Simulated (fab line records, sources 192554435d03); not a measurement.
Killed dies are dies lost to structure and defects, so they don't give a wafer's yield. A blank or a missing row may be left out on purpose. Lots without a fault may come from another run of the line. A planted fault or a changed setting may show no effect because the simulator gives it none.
Chamber matching | flow n5_finfet | N5_FIN_SAQP_ETCH_67 on rie_diel-04: 4 sister chambers
The step etches SiNx in CH3F/O2, target depth 30 nm. 8 wafers are shown with their chamber, then 7 later ones without.

WAFERS WITH THEIR CHAMBER
wafer  | chamber | drypump_motor_current_A (A) | showerhead_plenum_p_Torr (Torr)
L078.1 | 1       | 5.3                         | 2.08
L078.3 | 0       | 6.0                         | 1.99
L082.3 | 2       | 6.2                         | 2.00
L082.5 | 0       | 6.0                         | 1.98
L088.5 | 2       | 6.2                         | 1.99
L088.6 | 3       | 5.3                         | 2.07
L091.1 | 1       | 5.3                         | 2.07
L091.3 | 3       | 5.4                         | 2.07

WAFERS WITHOUT THEIR CHAMBER
wafer  | drypump_motor_current_A (A) | showerhead_plenum_p_Torr (Torr)
L091.4 | 6.0                         | 1.98
L094.1 | 6.0                         | 1.98
L094.2 | 6.3                         | 1.99
L094.6 | 6.0                         | 1.98
L095.1 | 6.0                         | 1.98
L095.4 | 6.0                         | 1.98
L095.6 | 6.2                         | 1.99

WHICH CHAMBER EACH WENT THROUGH
wafer  | from the rows above | in truth
L091.4 | 0                   | 0
L094.1 | 0                   | 0
L094.2 | 2                   | 2
L094.6 | 0                   | 0
L095.1 | 0                   | 0
L095.4 | 0                   | 0
L095.6 | 2                   | 2
Placed correctly: 7 of 7. Can't be placed from these rows: 0. Placed wrongly: 0.
How it was worked out, from the rows above alone: a wafer's distance from a chamber is the root of the sum, over the readings, of the square of ((its reading less the chamber's mean) divided by the reading's scatter). The wafer belongs to the nearest chamber; if the next one is less than 2 further off, it can't be placed. A chamber's mean is the mean of its shown wafers. The scatter: the root of (the sum of the squares of (reading less its chamber's mean) over the shown wafers, divided by (wafers less chambers)).
